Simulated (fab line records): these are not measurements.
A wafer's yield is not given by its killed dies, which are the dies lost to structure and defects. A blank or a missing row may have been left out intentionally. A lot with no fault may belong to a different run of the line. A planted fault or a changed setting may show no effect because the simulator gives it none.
fab line records :: flow nandHarc :: part 2 of 2: steps 33 to 42 of 42
record:
  lots: 5
  wafers: 15
  lastDay: 24
route steps=1159 shown P_STI@103 P_GATE@110
lots untouched by any fault: they come from a run of this same line in which no faults occurred
startH: hours from the record's first day to the start of the lot's first wafer shown :: waitH: hours since the lot's step before :: " repeats the value in the row above :: L1.1+2: one row covering several wafers at once :: - value missing, or start not given :: * or withheld: withheld :: < > ~ a bound
route shown NAME@n: a module of which the file shows steps, and the number in the route of the first :: usual: mean/standard deviation taken from wafers without a fault :: same: alike in all rows :: chamber/n: place in a boat :: sites: readings site by site :: _std_site: their standard deviation :: _edge_site: outer sites' mean less inner sites' :: radiusMm: how far each site lies from the wafer's centre :: mask NAME#n: copy n :: behind: tool/chamber where the wafer was last shaped :: hold: why the lot was held/for how many hours/how that ended :: device: transistor that didn't switch, given as n, p or np :: end of line: the route-end tests of the same wafers :: where a step has no rows: the recipe by itself :: killed: count of dies lost to structure and defects at first sort (not the wafer's yield) :: map: a wafer's dies, marking killed ones x, the rest . and places with no die _
set.NAME: setting as actually run; set.NAME@STEP: the setting as run at that earlier step :: model.NAME: the simulator's own value behind a step, which no gauge read
a table for each step, a row for each wafer; lots at some steps of the route
services: the hour from which a tool's chamber was out of use, counted from the record's first day as startH (under 0 if before that day), plus the number of hours and why
== steps ==
step: NHARC_P_GATE_COAT_20
recipe:
  spinRpm: 1500
  resistThkNm: 90
usual:
  exhaustPa: 44.9/0.87
lot.wafer: L074.4
tool: lithoTrack-04
chamber: 0
startH: -
waitH: -
exhaustPa: 45.6

lot.wafer: L074.5
tool: lithoTrack-04
chamber: 0
startH: -
waitH: -
exhaustPa: 44.7

lot.wafer: L074.6
tool: lithoTrack-04
chamber: 0
startH: -
waitH: -
exhaustPa: 44.5

lot.wafer: L076.4
tool: lithoTrack-06
chamber: 0
startH: -
waitH: -
exhaustPa: 45.2

lot.wafer: L076.5
tool: lithoTrack-06
chamber: 0
startH: -
waitH: -
exhaustPa: 44.8

lot.wafer: L076.6
tool: lithoTrack-06
chamber: 0
startH: -
waitH: -
exhaustPa: 45.8

lot.wafer: L082.2
tool: lithoTrack-06
chamber: 0
startH: -
waitH: -
exhaustPa: 45.5

lot.wafer: L082.3
tool: lithoTrack-06
chamber: 0
startH: -
waitH: -
exhaustPa: 44.9

lot.wafer: L082.6
tool: lithoTrack-06
chamber: 0
startH: -
waitH: -
exhaustPa: 45.0

lot.wafer: L093.2
tool: lithoTrack-01
chamber: 0
startH: -
waitH: -
exhaustPa: 44.7

lot.wafer: L093.4
tool: lithoTrack-01
chamber: 0
startH: -
waitH: -
exhaustPa: 44.1

lot.wafer: L093.5
tool: lithoTrack-01
chamber: 0
startH: -
waitH: -
exhaustPa: 45.3

lot.wafer: L095.1
tool: lithoTrack-04
chamber: 0
startH: -
waitH: -
exhaustPa: 46.2

lot.wafer: L095.2
tool: lithoTrack-04
chamber: 0
startH: -
waitH: -
exhaustPa: 45.6

lot.wafer: L095.4
tool: lithoTrack-04
chamber: 0
startH: -
waitH: -
exhaustPa: 44.8
step: NHARC_P_GATE_SOFTBAKE_21
recipe:
  tempC: 105
  timeS: 55
usual:
  exhaustPa: 45.1/1
lot.wafer: L074.4
tool: lithoTrack-04
chamber: 0
startH: -
waitH: -
exhaustPa: 44.3

lot.wafer: L074.5
tool: lithoTrack-04
chamber: 0
startH: -
waitH: -
exhaustPa: 44.5

lot.wafer: L074.6
tool: lithoTrack-04
chamber: 0
startH: -
waitH: -
exhaustPa: 46.2

lot.wafer: L076.4
tool: lithoTrack-06
chamber: 0
startH: -
waitH: -
exhaustPa: 42.6

lot.wafer: L076.5
tool: lithoTrack-06
chamber: 0
startH: -
waitH: -
exhaustPa: 43.8

lot.wafer: L076.6
tool: lithoTrack-06
chamber: 0
startH: -
waitH: -
exhaustPa: 43.8

lot.wafer: L082.2
tool: lithoTrack-06
chamber: 0
startH: -
waitH: -
exhaustPa: 44.4

lot.wafer: L082.3
tool: lithoTrack-06
chamber: 0
startH: -
waitH: -
exhaustPa: 45.6

lot.wafer: L082.6
tool: lithoTrack-06
chamber: 0
startH: -
waitH: -
exhaustPa: 45.9

lot.wafer: L093.2
tool: lithoTrack-01
chamber: 0
startH: -
waitH: -
exhaustPa: 45.1

lot.wafer: L093.4
tool: lithoTrack-01
chamber: 0
startH: -
waitH: -
exhaustPa: 44.6

lot.wafer: L093.5
tool: lithoTrack-01
chamber: 0
startH: -
waitH: -
exhaustPa: 44.0

lot.wafer: L095.1
tool: lithoTrack-04
chamber: 0
startH: -
waitH: -
exhaustPa: 45.7

lot.wafer: L095.2
tool: lithoTrack-04
chamber: 0
startH: -
waitH: -
exhaustPa: 45.9

lot.wafer: L095.4
tool: lithoTrack-04
chamber: 0
startH: -
waitH: -
exhaustPa: 45.8
step: NHARC_P_GATE_EBR_22
usual:
  exhaustPa: 44.9/1
lot.wafer: L074.4
tool: lithoTrack-04
chamber: 0
startH: -
waitH: -
exhaustPa: 46.5

lot.wafer: L074.5
tool: lithoTrack-04
chamber: 0
startH: -
waitH: -
exhaustPa: 44.7

lot.wafer: L074.6
tool: lithoTrack-04
chamber: 0
startH: -
waitH: -
exhaustPa: 45.8

lot.wafer: L076.4
tool: lithoTrack-06
chamber: 0
startH: -
waitH: -
exhaustPa: 43.8

lot.wafer: L076.5
tool: lithoTrack-06
chamber: 0
startH: -
waitH: -
exhaustPa: 42.5

lot.wafer: L076.6
tool: lithoTrack-06
chamber: 0
startH: -
waitH: -
exhaustPa: 44.4

lot.wafer: L082.2
tool: lithoTrack-06
chamber: 0
startH: -
waitH: -
exhaustPa: 43.5

lot.wafer: L082.3
tool: lithoTrack-06
chamber: 0
startH: -
waitH: -
exhaustPa: 43.6

lot.wafer: L082.6
tool: lithoTrack-06
chamber: 0
startH: -
waitH: -
exhaustPa: 45.3

lot.wafer: L093.2
tool: lithoTrack-01
chamber: 0
startH: -
waitH: -
exhaustPa: 44.5

lot.wafer: L093.4
tool: lithoTrack-01
chamber: 0
startH: -
waitH: -
exhaustPa: 46.0

lot.wafer: L093.5
tool: lithoTrack-01
chamber: 0
startH: -
waitH: -
exhaustPa: 45.8

lot.wafer: L095.1
tool: lithoTrack-04
chamber: 0
startH: -
waitH: -
exhaustPa: 45.7

lot.wafer: L095.2
tool: lithoTrack-04
chamber: 0
startH: -
waitH: -
exhaustPa: 46.1

lot.wafer: L095.4
tool: lithoTrack-04
chamber: 0
startH: -
waitH: -
exhaustPa: 45.7
step: NHARC_P_GATE_EXPOSE_23
recipe:
  na: 1.35
  targetCdNm: 120
  doseMj: 93.91
  maskId: P_GATE
usual:
  focusOffsetNm: 0.0/0.55
  reticleTempC: 23.00/0.097
lot.wafer: L074.4
tool: arfiScanner-02
chamber: 0
startH: 89.76
waitH: -
mask: P_GATE#0
focusOffsetNm: -0.1
reticleTempC: 23.04

lot.wafer: L074.5
tool: arfiScanner-02
chamber: 0
startH: 89.76
waitH: -
mask: P_GATE#0
focusOffsetNm: -0.3
reticleTempC: 23.01

lot.wafer: L074.6
tool: arfiScanner-02
chamber: 0
startH: 89.76
waitH: -
mask: P_GATE#0
focusOffsetNm: 0.3
reticleTempC: 23.07

lot.wafer: L076.4
tool: arfiScanner-03
chamber: 0
startH: 95.52
waitH: -
mask: P_GATE#0
focusOffsetNm: 0.0
reticleTempC: 22.93

lot.wafer: L076.5
tool: arfiScanner-03
chamber: 0
startH: 95.52
waitH: -
mask: P_GATE#0
focusOffsetNm: 0.7
reticleTempC: 22.96

lot.wafer: L076.6
tool: arfiScanner-03
chamber: 0
startH: 95.52
waitH: -
mask: P_GATE#0
focusOffsetNm: 0.6
reticleTempC: 23.02

lot.wafer: L082.2
tool: arfiScanner-02
chamber: 0
startH: 135.88
waitH: -
mask: P_GATE#0
focusOffsetNm: 0.0
reticleTempC: 23.00

lot.wafer: L082.3
tool: arfiScanner-02
chamber: 0
startH: 135.88
waitH: -
mask: P_GATE#0
focusOffsetNm: 0.1
reticleTempC: 22.95

lot.wafer: L082.6
tool: arfiScanner-02
chamber: 0
startH: 135.88
waitH: -
mask: P_GATE#0
focusOffsetNm: -0.7
reticleTempC: 22.86

lot.wafer: L093.2
tool: arfiScanner-03
chamber: 0
startH: 196.70
waitH: -
mask: P_GATE#0
focusOffsetNm: 0.4
reticleTempC: 22.97

lot.wafer: L093.4
tool: arfiScanner-03
chamber: 0
startH: 196.70
waitH: -
mask: P_GATE#0
focusOffsetNm: 0.7
reticleTempC: 23.20

lot.wafer: L093.5
tool: arfiScanner-03
chamber: 0
startH: 196.70
waitH: -
mask: P_GATE#0
focusOffsetNm: 0.7
reticleTempC: 23.12

lot.wafer: L095.1
tool: arfiScanner-03
chamber: 0
startH: 213.98
waitH: -
mask: P_GATE#0
focusOffsetNm: 0.6
reticleTempC: 23.06

lot.wafer: L095.2
tool: arfiScanner-03
chamber: 0
startH: 213.98
waitH: -
mask: P_GATE#0
focusOffsetNm: -0.1
reticleTempC: 23.13

lot.wafer: L095.4
tool: arfiScanner-03
chamber: 0
startH: 213.98
waitH: -
mask: P_GATE#0
focusOffsetNm: -0.1
reticleTempC: 22.99
step: NHARC_P_GATE_PEB_24
recipe:
  pebTempC: 100
  pebTimeS: 65
usual:
  exhaustPa: 44.6/0.78
lot.wafer: L074.4
tool: lithoTrack-01
chamber: 0
startH: 89.81
waitH: 0.0
exhaustPa: 44.9

lot.wafer: L074.5
tool: lithoTrack-01
chamber: 0
startH: 89.81
waitH: 0.0
exhaustPa: 45.0

lot.wafer: L074.6
tool: lithoTrack-01
chamber: 0
startH: 89.81
waitH: 0.0
exhaustPa: 44.9

lot.wafer: L076.4
tool: lithoTrack-06
chamber: 0
startH: 95.57
waitH: 0.0
exhaustPa: 45.4

lot.wafer: L076.5
tool: lithoTrack-06
chamber: 0
startH: 95.57
waitH: 0.0
exhaustPa: 45.7

lot.wafer: L076.6
tool: lithoTrack-06
chamber: 0
startH: 95.57
waitH: 0.0
exhaustPa: 46.2

lot.wafer: L082.2
tool: lithoTrack-04
chamber: 0
startH: 135.94
waitH: 0.1
exhaustPa: 44.0

lot.wafer: L082.3
tool: lithoTrack-04
chamber: 0
startH: 135.94
waitH: 0.1
exhaustPa: 44.9

lot.wafer: L082.6
tool: lithoTrack-04
chamber: 0
startH: 135.94
waitH: 0.1
exhaustPa: 44.1

lot.wafer: L093.2
tool: lithoTrack-06
chamber: 0
startH: 196.76
waitH: 0.1
exhaustPa: 45.5

lot.wafer: L093.4
tool: lithoTrack-06
chamber: 0
startH: 196.76
waitH: 0.1
exhaustPa: 43.8

lot.wafer: L093.5
tool: lithoTrack-06
chamber: 0
startH: 196.76
waitH: 0.1
exhaustPa: 43.9

lot.wafer: L095.1
tool: lithoTrack-01
chamber: 0
startH: 214.04
waitH: 0.1
exhaustPa: 43.7

lot.wafer: L095.2
tool: lithoTrack-01
chamber: 0
startH: 214.04
waitH: 0.1
exhaustPa: 43.7

lot.wafer: L095.4
tool: lithoTrack-01
chamber: 0
startH: 214.04
waitH: 0.1
exhaustPa: 45.1
step: NHARC_P_GATE_DEVELOP_25
recipe:
  developTimeS: 35
  devTempC: 23
usual:
  exhaustPa: 45.1/0.9
lot.wafer: L074.4
tool: lithoTrack-01
chamber: 0
startH: -
waitH: -
exhaustPa: 45.5

lot.wafer: L074.5
tool: lithoTrack-01
chamber: 0
startH: -
waitH: -
exhaustPa: 44.4

lot.wafer: L074.6
tool: lithoTrack-01
chamber: 0
startH: -
waitH: -
exhaustPa: 44.7

lot.wafer: L076.4
tool: lithoTrack-06
chamber: 0
startH: -
waitH: -
exhaustPa: 44.6

lot.wafer: L076.5
tool: lithoTrack-06
chamber: 0
startH: -
waitH: -
exhaustPa: 44.3

lot.wafer: L076.6
tool: lithoTrack-06
chamber: 0
startH: -
waitH: -
exhaustPa: 43.7

lot.wafer: L082.2
tool: lithoTrack-04
chamber: 0
startH: -
waitH: -
exhaustPa: 46.7

lot.wafer: L082.3
tool: lithoTrack-04
chamber: 0
startH: -
waitH: -
exhaustPa: 44.8

lot.wafer: L082.6
tool: lithoTrack-04
chamber: 0
startH: -
waitH: -
exhaustPa: 45.2

lot.wafer: L093.2
tool: lithoTrack-06
chamber: 0
startH: -
waitH: -
exhaustPa: 44.2

lot.wafer: L093.4
tool: lithoTrack-06
chamber: 0
startH: -
waitH: -
exhaustPa: 44.1

lot.wafer: L093.5
tool: lithoTrack-06
chamber: 0
startH: -
waitH: -
exhaustPa: 45.0

lot.wafer: L095.1
tool: lithoTrack-01
chamber: 0
startH: -
waitH: -
exhaustPa: 44.9

lot.wafer: L095.2
tool: lithoTrack-01
chamber: 0
startH: -
waitH: -
exhaustPa: 46.1

lot.wafer: L095.4
tool: lithoTrack-01
chamber: 0
startH: -
waitH: -
exhaustPa: 44.9
step: NHARC_P_GATE_CD_MEAS_26
recipe:
  targetCdNm: 120
  landingEnergyEv: 500
usual:
  cdNm: 120.2/0.68
lot.wafer: L074.4
tool: cdSem-03
chamber: 0
startH: 89.89
waitH: -
cdNm: 120.9

lot.wafer: L074.5
tool: cdSem-03
chamber: 0
startH: 89.89
waitH: -
cdNm: 120.5

lot.wafer: L074.6
tool: cdSem-03
chamber: 0
startH: 89.89
waitH: -
cdNm: 120.9

lot.wafer: L076.4
tool: cdSem-03
chamber: 0
startH: 95.65
waitH: -
cdNm: 119.9

lot.wafer: L076.5
tool: cdSem-03
chamber: 0
startH: 95.65
waitH: -
cdNm: 119.7

lot.wafer: L076.6
tool: cdSem-03
chamber: 0
startH: 95.65
waitH: -
cdNm: 119.1

lot.wafer: L082.2
tool: cdSem-01
chamber: 0
startH: 136.02
waitH: -
cdNm: 120.3

lot.wafer: L082.3
tool: cdSem-01
chamber: 0
startH: 136.02
waitH: -
cdNm: 120.7

lot.wafer: L082.6
tool: cdSem-01
chamber: 0
startH: 136.02
waitH: -
cdNm: 120.8

lot.wafer: L093.2
tool: cdSem-03
chamber: 0
startH: 196.84
waitH: -
cdNm: 120.0

lot.wafer: L093.4
tool: cdSem-03
chamber: 0
startH: 196.84
waitH: -
cdNm: 120.0

lot.wafer: L093.5
tool: cdSem-03
chamber: 0
startH: 196.84
waitH: -
cdNm: 119.3

lot.wafer: L095.1
tool: cdSem-03
chamber: 0
startH: 214.12
waitH: -
cdNm: 120.9

lot.wafer: L095.2
tool: cdSem-03
chamber: 0
startH: 214.12
waitH: -
cdNm: 120.5

lot.wafer: L095.4
tool: cdSem-03
chamber: 0
startH: 214.12
waitH: -
cdNm: 119.8
step: NHARC_P_GATE_OVL_MEAS_27
usual:
  overlayXNm: 0.0/0.67
  overlayYNm: 0.0/0.58
lot.wafer: L074.4
tool: overlay-01
chamber: -
startH: 89.98
waitH: -
overlayXNm: 0.4
overlayYNm: 0.8

lot.wafer: L074.5
tool: overlay-01
chamber: -
startH: 89.98
waitH: -
overlayXNm: 0.4
overlayYNm: 0.5

lot.wafer: L074.6
tool: overlay-01
chamber: -
startH: 89.98
waitH: -
overlayXNm: 0.0
overlayYNm: 0.8

lot.wafer: L076.4
tool: overlay-01
chamber: -
startH: 95.74
waitH: -
overlayXNm: -0.7
overlayYNm: 0.1

lot.wafer: L076.5
tool: overlay-01
chamber: -
startH: 95.74
waitH: -
overlayXNm: -0.8
overlayYNm: 0.3

lot.wafer: L076.6
tool: overlay-01
chamber: -
startH: 95.74
waitH: -
overlayXNm: -0.2
overlayYNm: 0.1

lot.wafer: L082.2
tool: overlay-02
chamber: -
startH: 136.10
waitH: -
overlayXNm: 0.4
overlayYNm: -0.3

lot.wafer: L082.3
tool: overlay-02
chamber: -
startH: 136.10
waitH: -
overlayXNm: -0.5
overlayYNm: 0.2

lot.wafer: L082.6
tool: overlay-02
chamber: -
startH: 136.10
waitH: -
overlayXNm: 0.1
overlayYNm: -0.9

lot.wafer: L093.2
tool: overlay-02
chamber: -
startH: 196.92
waitH: -
overlayXNm: -0.7
overlayYNm: -0.6

lot.wafer: L093.4
tool: overlay-02
chamber: -
startH: 196.92
waitH: -
overlayXNm: -0.8
overlayYNm: 0.2

lot.wafer: L093.5
tool: overlay-02
chamber: -
startH: 196.92
waitH: -
overlayXNm: -0.6
overlayYNm: -0.3

lot.wafer: L095.1
tool: overlay-02
chamber: -
startH: 214.21
waitH: -
overlayXNm: -0.6
overlayYNm: 0.5

lot.wafer: L095.2
tool: overlay-02
chamber: -
startH: 214.21
waitH: -
overlayXNm: -0.6
overlayYNm: 0.1

lot.wafer: L095.4
tool: overlay-02
chamber: -
startH: 214.21
waitH: -
overlayXNm: 0.0
overlayYNm: 0.9
step: NHARC_P_GATE_INSPECT_28
usual:
  rawDefectCount: 6/3.1
lot.wafer: L074.4
tool: defectInspect-02
chamber: -
startH: 90.01
waitH: 0.0
rawDefectCount: 8

lot.wafer: L074.5
tool: defectInspect-02
chamber: -
startH: 90.01
waitH: 0.0
rawDefectCount: 3

lot.wafer: L074.6
tool: defectInspect-02
chamber: -
startH: 90.01
waitH: 0.0
rawDefectCount: 7

lot.wafer: L076.4
tool: defectInspect-01
chamber: -
startH: 95.77
waitH: 0.0
rawDefectCount: 7

lot.wafer: L076.5
tool: defectInspect-01
chamber: -
startH: 95.77
waitH: 0.0
rawDefectCount: 3

lot.wafer: L076.6
tool: defectInspect-01
chamber: -
startH: 95.77
waitH: 0.0
rawDefectCount: 5

lot.wafer: L082.2
tool: defectInspect-02
chamber: -
startH: 136.14
waitH: 0.0
rawDefectCount: 9

lot.wafer: L082.3
tool: defectInspect-02
chamber: -
startH: 136.14
waitH: 0.0
rawDefectCount: 10

lot.wafer: L082.6
tool: defectInspect-02
chamber: -
startH: 136.14
waitH: 0.0
rawDefectCount: 3

lot.wafer: L093.2
tool: defectInspect-01
chamber: -
startH: 196.96
waitH: 0.0
rawDefectCount: 5

lot.wafer: L093.4
tool: defectInspect-01
chamber: -
startH: 196.96
waitH: 0.0
rawDefectCount: 3

lot.wafer: L093.5
tool: defectInspect-01
chamber: -
startH: 196.96
waitH: 0.0
rawDefectCount: 4

lot.wafer: L095.1
tool: defectInspect-02
chamber: -
startH: 214.25
waitH: 0.0
rawDefectCount: 7

lot.wafer: L095.2
tool: defectInspect-02
chamber: -
startH: 214.25
waitH: 0.0
rawDefectCount: 12

lot.wafer: L095.4
tool: defectInspect-02
chamber: -
startH: 214.25
waitH: 0.0
rawDefectCount: 6
step: NHARC_P_GATE_DESCUM_31
recipe:
  timeS: 3
  o2FlowSccm: 200
  arFlowSccm: 0
  biasPowerW: 0
  chemistry: O2
usual:
  drypumpMotorCurrentA: 5.5/0.55
  oesProductAu: 1.001/0.0078
  rfVppV: 57.7/0.86
  showerheadPlenumPTorr: 1.92/0.062
  throttleValvePct: 11.311/0.0093
lot.wafer: L074.5
tool: rieDiel-11
chamber: 3
startH: 90.17
waitH: 0.2
drypumpMotorCurrentA: 5.4
oesProductAu: 0.997
rfHoursCounterH: -
rfVppV: 57.5
showerheadPlenumPTorr: 1.86
throttleValvePct: 11.311

lot.wafer: L074.4
tool: rieDiel-11
chamber: 1
startH: 90.17
waitH: 0.2
drypumpMotorCurrentA: 6.4
oesProductAu: 0.992
rfHoursCounterH: -
rfVppV: 59.4
showerheadPlenumPTorr: 1.99
throttleValvePct: 11.311

lot.wafer: L074.6
tool: rieDiel-11
chamber: 2
startH: 90.17
waitH: 0.2
drypumpMotorCurrentA: 5.6
oesProductAu: 1.005
rfHoursCounterH: -
rfVppV: 57.2
showerheadPlenumPTorr: 1.82
throttleValvePct: 11.320

lot.wafer: L076.4
tool: rieDiel-03
chamber: 3
startH: 95.83
waitH: 0.1
drypumpMotorCurrentA: 6.7
oesProductAu: 1.016
rfHoursCounterH: 18
rfVppV: 57.5
showerheadPlenumPTorr: 1.91
throttleValvePct: 11.309

lot.wafer: L076.6
tool: rieDiel-03
chamber: 3
startH: 95.83
waitH: 0.1
drypumpMotorCurrentA: 6.7
oesProductAu: 1.011
rfHoursCounterH: -
rfVppV: 57.7
showerheadPlenumPTorr: 1.91
throttleValvePct: 11.313

lot.wafer: L076.5
tool: rieDiel-03
chamber: 0
startH: 95.83
waitH: 0.1
drypumpMotorCurrentA: 5.6
oesProductAu: 0.993
rfHoursCounterH: -
rfVppV: 58.7
showerheadPlenumPTorr: 2.02
throttleValvePct: 11.307

lot.wafer: L082.2
tool: rieDiel-03
chamber: 1
startH: 136.20
waitH: 0.1
drypumpMotorCurrentA: 4.9
oesProductAu: 1.012
rfHoursCounterH: 34
rfVppV: 56.9
showerheadPlenumPTorr: 1.99
throttleValvePct: 11.305

lot.wafer: L082.3
tool: rieDiel-03
chamber: 3
startH: 136.20
waitH: 0.1
drypumpMotorCurrentA: 6.7
oesProductAu: 1.022
rfHoursCounterH: 29
rfVppV: 58.0
showerheadPlenumPTorr: 1.91
throttleValvePct: 11.308

lot.wafer: L082.6
tool: rieDiel-03
chamber: 2
startH: 136.20
waitH: 0.1
drypumpMotorCurrentA: 5.6
oesProductAu: 0.999
rfHoursCounterH: -
rfVppV: 59.0
showerheadPlenumPTorr: 2.03
throttleValvePct: 11.309

lot.wafer: L093.2
tool: rieDiel-03
chamber: 3
startH: 197.05
waitH: 0.1
drypumpMotorCurrentA: 6.8
oesProductAu: 1.011
rfHoursCounterH: 51
rfVppV: 57.5
showerheadPlenumPTorr: 1.90
throttleValvePct: 11.309

lot.wafer: L093.4
tool: rieDiel-03
chamber: 2
startH: 197.05
waitH: 0.1
drypumpMotorCurrentA: 5.6
oesProductAu: 0.999
rfHoursCounterH: 47
rfVppV: 57.3
showerheadPlenumPTorr: 2.03
throttleValvePct: 11.323

lot.wafer: L093.5
tool: rieDiel-03
chamber: 3
startH: 197.05
waitH: 0.1
drypumpMotorCurrentA: 6.7
oesProductAu: 1.014
rfHoursCounterH: -
rfVppV: 59.0
showerheadPlenumPTorr: 1.90
throttleValvePct: 11.302

lot.wafer: L095.2
tool: rieDiel-02
chamber: 2
startH: 214.31
waitH: 0.1
drypumpMotorCurrentA: 5.4
oesProductAu: 1.006
rfHoursCounterH: 9
rfVppV: 58.4
showerheadPlenumPTorr: 1.90
throttleValvePct: 11.323

lot.wafer: L095.1
tool: rieDiel-02
chamber: 0
startH: 214.31
waitH: 0.1
drypumpMotorCurrentA: 4.7
oesProductAu: 1.015
rfHoursCounterH: 12
rfVppV: 57.9
showerheadPlenumPTorr: 1.98
throttleValvePct: 11.314

lot.wafer: L095.4
tool: rieDiel-02
chamber: 1
startH: 214.31
waitH: 0.1
drypumpMotorCurrentA: 5.4
oesProductAu: 1.001
rfHoursCounterH: 11
rfVppV: 58.9
showerheadPlenumPTorr: 1.89
throttleValvePct: 11.300
== services ==
tool: rieDiel-03
chamber: -
startH: 38.41
hours: 9.0
kind: pm

tool: rieDiel-02
chamber: 1
startH: 50.95
hours: 2.4
kind: repair

tool: rieDiel-11
chamber: 0
startH: 55.90
hours: 8.9
kind: repair

tool: arfiScanner-03
chamber: -
startH: 60.69
hours: 1.5
kind: repair

tool: lithoTrack-05
chamber: -
startH: 62.01
hours: 7.0
kind: pm

tool: wetBench-06
chamber: -
startH: 62.52
hours: 1.9
kind: repair

tool: rieDiel-02
chamber: 3
startH: 77.09
hours: 5.6
kind: repair

tool: rieDiel-11
chamber: 0
startH: 85.66
hours: 21.6
kind: repair

tool: rieDiel-11
chamber: 3
startH: 86.57
hours: 2.1
kind: repair

tool: lithoTrack-01
chamber: -
startH: 93.00
hours: 7.0
kind: pm

tool: wetBench-05
chamber: -
startH: 93.84
hours: 10.5
kind: repair

tool: arfiScanner-03
chamber: -
startH: 94.38
hours: 0.7
kind: repair

tool: wetBench-07
chamber: -
startH: 96.00
hours: 8.0
kind: pm

tool: wetBench-09
chamber: -
startH: 112.80
hours: 8.0
kind: pm

tool: lithoTrack-06
chamber: -
startH: 117.00
hours: 7.0
kind: pm

tool: wetBench-05
chamber: -
startH: 127.95
hours: 0.8
kind: repair

tool: wetBench-06
chamber: -
startH: 129.60
hours: 8.0
kind: pm

tool: lithoTrack-04
chamber: -
startH: 141.00
hours: 7.0
kind: pm

tool: wetBench-03
chamber: -
startH: 146.40
hours: 8.0
kind: pm

tool: furnace-08
chamber: -
startH: 147.87
hours: 8.7
kind: repair

tool: wetBench-02
chamber: -
startH: 180.00
hours: 8.0
kind: pm

tool: lithoTrack-07
chamber: -
startH: 189.00
hours: 7.0
kind: pm

tool: rieDiel-11
chamber: -
startH: 189.50
hours: 9.0
kind: pm

tool: wetBench-05
chamber: -
startH: 196.82
hours: 8.0
kind: pm
